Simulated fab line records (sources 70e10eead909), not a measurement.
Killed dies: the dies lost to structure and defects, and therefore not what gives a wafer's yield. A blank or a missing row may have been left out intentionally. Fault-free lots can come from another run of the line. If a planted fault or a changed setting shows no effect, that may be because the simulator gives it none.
fab line records	flow nand-harc	part 2 of 2: steps 5 to 6 of 6
record lots=24	wafers=72	last-day=24
route steps=1159 shown P_M2@340 P_BONDPAD@386 A_START@389 A_CHANNEL_HOLE_D1@484 A_STAIRCASE@530
lots with no fault: from the same line, run without faults
start-h: hours from the record's opening day to when the first of the lot's shown wafers began	wait-h: time in hours since the lot's previous step	" repeats the value in the row above	L1.1+2: several wafers, shown together as one row	- no value present, or no start provided	* or withheld: withheld	< > ~ a bound
route shown NAME@n: a module of which the file shows steps, and the number in the route of the first	usual: mean and standard deviation over wafers with no fault	same: alike in all rows	chamber/n: place in a boat	sites: readings site by site	_std_site: how widely they spread, as a standard deviation	_edge_site: mean of outer sites minus mean of inner sites	radius-mm: how far each site lies from the wafer's centre	mask NAME#n: copy n	behind: the tool/chamber that last shaped the wafer	hold: cause of the lot's hold/its duration in hours/its outcome	device: transistor that didn't switch, given as n, p or np	end of line: the tests these same wafers got at the end of their route	a step with no rows: only its recipe	killed: at the first sort, the dies lost to defects and structure; wafer yield is something else	map: a wafer's dies, x killed, . not, _ none there
set.NAME: the run value of the setting; set.NAME@STEP: its run value at that earlier step	model.NAME: the simulator's own value behind a step, which no gauge read
a sample of lots followed through the steps of the route, with each step as a table and each wafer as a row
services: a tool's chamber out of use, with start hour (start-h, from the record's first day; less than 0 if before it), hours out, and reason
## steps
# step NHARC_A_STAIRCASE_DESCUM_168
# recipe time-s=3	o2-flow-sccm=200	ar-flow-sccm=0	bias-power-w=0	chemistry=O2
# usual drypump-motor-current-A=5.8/0.57	oes-product-au=1.002/0.012	rf-vpp-V=57.9/0.87	showerhead-plenum-p-Torr=1.91/0.06	throttle-valve-pct=11.311/0.0093
lot.wafer	tool	chamber	start-h	wait-h	drypump-motor-current-A	oes-product-au	rf-hours-counter-h	rf-vpp-V	showerhead-plenum-p-Torr	throttle-valve-pct
L074.1	rie-diel-11	0	233.49	-	6.1	0.986	10	58.2	1.89	11.297
L074.3	"	1	"	"	6.4	1.009	11	57.3	1.97	11.298
L074.2	"	2	"	"	5.6	1.006	11	58.1	1.81	11.317
L076.1	rie-diel-11	1	240.99	-	6.4	0.995	14	57.2	1.97	11.329
L076.3	"	3	"	"	5.3	0.991	14	58.2	1.85	11.325
L076.2	"	0	"	"	6.1	0.985	13	57.0	1.88	11.297
L075.2	rie-diel-07	1	241.17	-	6.6	1.025	1	58.0	1.91	11.304
L075.3	"	2	"	"	6.1	1.002	1	57.9	1.88	11.302
L075.5	"	2	"	"	6.2	1.007	-	57.9	1.88	11.317
L077.3	rie-diel-11	1	246.26	-	6.4	1.008	17	57.8	1.97	11.305
L077.2	"	2	"	"	5.6	1.010	17	56.2	1.80	11.299
L077.5	"	2	"	"	5.6	1.016	-	55.9	1.80	11.318
L080.1	rie-diel-11	2	260.53	-	5.6	1.009	23	57.6	1.80	11.322
L080.4	"	0	"	"	6.1	0.982	22	59.3	1.88	11.298
L080.2	"	1	"	"	6.4	0.999	23	57.5	1.97	11.305
L079.2	rie-diel-07	0	260.84	-	5.3	0.996	9	59.0	1.97	11.311
L079.5	"	3	"	"	5.1	0.981	-	58.0	1.93	11.295
L079.6	"	0	"	"	5.3	1.000	-	58.5	1.97	11.319
L078.4	rie-diel-11	2	261.01	-	5.6	1.008	23	56.4	1.80	11.308
L078.2	"	0	"	"	6.1	0.977	22	57.6	1.88	11.299
L078.5	"	3	"	"	5.4	1.005	-	58.7	1.84	11.313
L081.3	rie-diel-11	1	266.04	-	6.4	1.006	25	57.8	1.97	11.321
L081.5	"	0	"	"	6.1	0.988	-	58.7	1.88	11.302
L081.6	"	1	"	"	6.4	1.006	-	58.0	1.97	11.307
L082.1	rie-diel-03	3	276.78	-	6.8	1.003	20	57.1	1.89	11.297
L082.4	"	1	"	"	4.9	0.995	-	59.0	1.97	11.302
L082.5	"	3	"	"	6.7	1.010	-	57.3	1.89	11.312
L083.1	rie-diel-03	3	284.56	-	6.8	1.005	22	58.3	1.89	11.319
L083.5	"	1	"	"	4.9	0.991	-	59.0	1.97	11.307
L083.6	"	2	"	"	5.6	0.988	-	58.9	2.02	11.322
L084.4	rie-diel-11	3	300.25	-	5.4	0.997	35	56.1	1.84	11.316
L084.6	"	1	"	"	6.4	1.001	-	58.6	1.97	11.315
L084.5	"	2	"	"	5.6	1.021	-	58.4	1.80	11.309
L085.2	rie-diel-07	0	300.40	-	5.4	1.006	25	58.9	1.96	11.307
L085.3	"	2	"	"	6.2	1.002	23	59.0	1.87	11.314
L085.5	"	3	"	"	5.1	0.986	-	58.9	1.92	11.306
L086.3	rie-diel-07	1	307.76	-	6.6	1.000	28	56.7	1.90	11.326
L086.2	"	2	"	"	6.1	0.993	26	57.3	1.87	11.315
L086.1	"	3	"	"	5.1	0.982	25	58.1	1.92	11.303
L087.3	rie-diel-07	2	308.25	-	6.1	0.995	26	59.7	1.87	11.317
L087.6	"	3	"	"	5.1	0.976	-	59.5	1.92	11.310
L087.5	"	0	"	"	5.3	1.019	-	57.5	1.96	11.317
L089.2	rie-diel-07	1	328.31	-	6.6	1.025	35	56.1	1.90	11.323
L089.3	"	3	"	"	5.1	0.986	33	58.7	1.92	11.330
L089.5	"	2	"	"	6.2	1.002	-	58.4	1.86	11.300
L088.3	rie-diel-11	3	328.99	-	5.4	0.980	49	56.7	1.84	11.306
L088.6	"	3	"	"	5.4	0.982	-	57.4	1.84	11.314
L088.5	"	0	"	"	6.1	0.990	-	58.4	1.87	11.310
L093.3	rie-diel-07	1	336.06	-	6.6	1.016	38	58.0	1.90	11.313
L093.1	"	0	"	"	5.3	1.018	38	57.9	1.96	11.306
L093.6	"	1	"	"	6.7	1.009	-	55.7	1.90	11.302
L091.3	rie-diel-03	0	336.22	-	5.6	1.014	39	58.1	1.99	11.299
L091.1	"	2	"	"	5.6	1.004	31	58.3	2.02	11.316
L091.4	"	3	"	"	6.8	1.006	46	57.5	1.88	11.315
L092.1	rie-diel-03	0	340.86	-	5.6	1.016	41	57.2	1.99	11.306
L092.4	"	2	"	"	5.7	0.997	32	58.2	2.02	11.313
L092.2	"	3	"	"	6.7	1.018	47	57.3	1.88	11.323
L090.4	rie-diel-07	2	341.02	-	6.2	0.998	37	57.0	1.86	11.305
L090.1	"	3	"	"	5.1	0.977	37	59.0	1.92	11.325
L090.5	"	3	"	"	5.1	0.990	-	56.3	1.92	11.310
L094.3	rie-diel-03	2	351.21	-	5.6	0.999	36	58.9	2.01	11.299
L094.2	"	3	"	"	6.8	1.021	51	57.8	1.88	11.315
L094.4	"	0	"	"	5.6	1.004	-	59.1	1.99	11.311
L096.1	rie-diel-07	3	366.99	-	5.1	0.985	45	58.9	1.92	11.312
L096.5	"	1	"	"	6.7	1.013	-	58.1	1.89	11.296
L096.6	"	2	"	"	6.2	1.010	-	57.2	1.86	11.297
L095.3	rie-diel-03	2	367.12	-	5.6	1.002	41	58.4	2.01	11.317
L095.6	"	1	"	"	4.9	0.992	-	58.4	1.96	11.315
L095.5	"	2	"	"	5.6	1.011	-	58.2	2.01	11.305
L097.2	rie-diel-07	2	373.53	-	6.2	1.010	48	57.8	1.86	11.301
L097.1	"	3	"	"	5.1	0.992	47	57.3	1.91	11.310
L097.3	"	1	"	"	6.7	1.017	50	57.1	1.89	11.314
# step NHARC_A_STAIRCASE_TRIM_14
# recipe time-s=211.2	o2-flow-sccm=500	ar-flow-sccm=0	bias-w=0	chemistry=O2
# usual drypump-motor-current-A=5.8/0.58	oes-product-au=1.003/0.013	rf-vpp-V=57.8/0.89	showerhead-plenum-p-Torr=3.54/0.1	throttle-valve-pct=17.037/0.0081
lot.wafer	tool	chamber	start-h	wait-h	drypump-motor-current-A	oes-product-au	rf-hours-counter-h	rf-vpp-V	showerhead-plenum-p-Torr	throttle-valve-pct
L074.2	rie-diel-11	2	-	-	5.7	1.007	12	56.5	3.34	17.032
L074.3	"	3	"	"	5.4	0.991	11	57.1	3.42	17.026
L074.1	"	1	"	"	6.4	0.997	11	57.1	3.63	17.048
L075.3	rie-diel-07	0	-	-	5.3	1.013	3	57.9	3.62	17.041
L075.2	"	2	"	"	6.2	1.004	3	57.7	3.46	17.042
L075.5	"	3	"	"	5.1	0.986	-	57.2	3.56	17.046
L076.1	rie-diel-03	1	-	-	4.9	0.987	11	58.2	3.64	17.039
L076.3	"	2	"	"	5.7	1.008	9	57.9	3.72	17.029
L076.2	"	3	"	"	6.8	1.009	8	58.6	3.50	17.041
L077.2	rie-diel-07	1	-	-	6.7	1.012	6	58.4	3.52	17.030
L077.3	"	2	"	"	6.2	1.001	5	58.8	3.46	17.042
L077.5	"	0	"	"	5.3	1.012	-	57.3	3.62	17.042
L080.2	rie-diel-11	0	-	-	6.1	0.996	23	57.6	3.48	17.040
L080.4	"	1	"	"	6.4	1.008	23	58.5	3.62	17.036
L080.1	"	2	"	"	5.6	1.014	23	58.2	3.34	17.034
L079.2	rie-diel-03	2	-	-	5.7	0.997	15	58.1	3.71	17.034
L079.5	"	1	"	"	4.9	0.997	-	57.4	3.63	17.043
L079.6	"	2	"	"	5.7	0.998	-	59.3	3.71	17.033
L078.4	rie-diel-07	0	-	-	5.4	1.000	10	58.0	3.62	17.029
L078.2	"	2	"	"	6.2	1.000	9	56.7	3.46	17.044
L078.5	"	0	"	"	5.3	1.006	-	58.2	3.62	17.038
L081.3	rie-diel-03	1	-	-	4.9	0.989	21	58.8	3.63	17.041
L081.5	"	3	"	"	6.8	1.012	-	57.7	3.49	17.038
L081.6	"	0	"	"	5.6	1.013	-	57.6	3.67	17.031
L082.1	rie-diel-07	3	-	-	5.2	0.983	15	58.3	3.55	17.025
L082.4	"	1	"	"	6.7	1.015	17	58.0	3.51	17.035
L082.5	"	0	"	"	5.4	1.013	-	59.5	3.61	17.038
L083.1	rie-diel-11	0	-	-	6.1	0.984	34	57.2	3.47	17.018
L083.6	"	3	"	"	5.4	0.991	-	57.5	3.40	17.039
L083.5	"	0	"	"	6.1	0.992	-	56.6	3.47	17.024
L084.4	rie-diel-11	2	-	-	5.6	1.009	35	57.1	3.33	17.041
L084.6	"	0	"	"	6.1	0.990	-	57.6	3.47	17.031
L084.5	"	1	"	"	6.4	1.004	-	58.1	3.62	17.035
L085.2	rie-diel-03	3	-	-	6.8	1.005	27	55.5	3.49	17.030
L085.3	"	3	"	"	6.8	1.020	-	57.9	3.49	17.043
L085.5	"	3	"	"	6.8	1.014	-	59.3	3.49	17.035
L087.3	rie-diel-11	2	-	-	5.7	1.016	39	58.5	3.33	17.036
L087.5	"	3	"	"	5.4	0.988	-	58.2	3.40	17.043
L087.6	"	0	"	"	6.1	0.979	-	57.4	3.46	17.028
L086.2	rie-diel-07	0	-	-	5.4	1.010	30	58.5	3.61	17.039
L086.3	"	1	"	"	6.6	1.008	30	57.2	3.50	17.045
L086.1	"	2	"	"	6.2	1.006	29	58.8	3.45	17.029
L089.2	rie-diel-07	1	-	-	6.6	1.025	36	59.0	3.50	17.035
L089.3	"	3	"	"	5.1	0.988	34	56.0	3.54	17.032
L089.5	"	2	"	"	6.2	1.000	-	57.5	3.44	17.044
L088.3	rie-diel-03	0	-	-	5.6	1.009	36	57.7	3.66	17.028
L088.6	"	3	"	"	6.8	1.013	-	55.9	3.48	17.029
L088.5	"	0	"	"	5.6	1.017	-	59.4	3.66	17.050
L091.4	rie-diel-07	3	-	-	5.1	0.984	36	56.1	3.54	17.034
L091.3	"	0	"	"	5.3	1.006	38	58.8	3.60	17.019
L091.1	"	1	"	"	6.7	1.007	38	56.9	3.50	17.035
L093.3	rie-diel-03	1	-	-	4.9	0.993	41	58.1	3.62	17.038
L093.1	"	2	"	"	5.7	0.990	32	58.7	3.70	17.031
L093.6	"	0	"	"	5.6	1.018	-	58.6	3.66	17.033
L092.2	rie-diel-11	3	-	-	5.4	0.980	55	57.6	3.39	17.035
L092.1	"	0	"	"	6.1	0.987	55	55.1	3.46	17.036
L092.4	"	1	"	"	6.4	1.004	50	58.4	3.61	17.038
L090.4	rie-diel-07	3	-	-	5.1	0.991	38	57.7	3.54	17.047
L090.1	"	0	"	"	5.4	1.020	40	57.5	3.60	17.042
L090.5	"	2	"	"	6.1	0.998	-	57.5	3.44	17.037
L094.3	rie-diel-03	3	-	-	6.8	1.006	52	56.1	3.47	17.048
L094.2	"	2	"	"	5.7	0.997	37	58.5	3.70	17.040
L094.4	"	0	"	"	5.6	1.009	-	59.3	3.66	17.036
L096.1	rie-diel-03	0	-	-	5.6	1.020	50	59.2	3.66	17.038
L096.6	"	1	"	"	4.9	0.990	-	58.7	3.61	17.051
L096.5	"	2	"	"	5.7	0.998	-	58.0	3.70	17.040
L095.3	rie-diel-07	3	-	-	5.1	0.990	46	58.6	3.53	17.032
L095.5	"	0	"	"	5.4	1.006	-	57.9	3.60	17.029
L095.6	"	1	"	"	6.7	1.021	-	57.7	3.49	17.022
L097.1	rie-diel-07	2	-	-	6.2	1.014	51	58.5	3.44	17.030
L097.3	"	0	"	"	5.3	1.022	50	57.2	3.59	17.032
L097.2	"	1	"	"	6.7	1.019	51	58.8	3.49	17.043
## services
tool	chamber	start-h	hours	kind
rie-diel-07	0	108.15	1.7	repair
rie-diel-04	-	111.92	9.0	pm
rie-diel-03	2	125.38	6.1	repair
rie-diel-03	-	129.29	0.2	repair
rie-diel-04	1	129.67	19.8	repair
rie-diel-03	0	140.09	5.1	repair
rie-diel-03	2	175.48	10.4	repair
rie-diel-11	-	189.50	9.0	pm
rie-diel-03	-	215.46	9.0	pm
rie-diel-07	2	220.26	4.4	repair
rie-diel-07	-	228.35	9.0	pm
rie-diel-03	0	269.25	10.1	repair
pvd-sputter-03	-	280.00	10.0	pm
rie-diel-03	-	281.47	2.5	repair
rie-diel-03	2	288.86	36.9	repair
rie-diel-04	-	288.99	9.0	pm
rie-diel-03	1	298.74	9.8	repair
rie-diel-04	-	300.07	0.1	repair
rie-diel-03	0	305.88	5.3	repair
rie-diel-11	-	346.13	0.5	repair
rie-diel-03	1	350.16	4.0	repair
rie-diel-11	-	355.38	0.4	repair
rie-diel-11	1	361.75	2.5	repair
rie-diel-11	-	366.50	9.0	pm
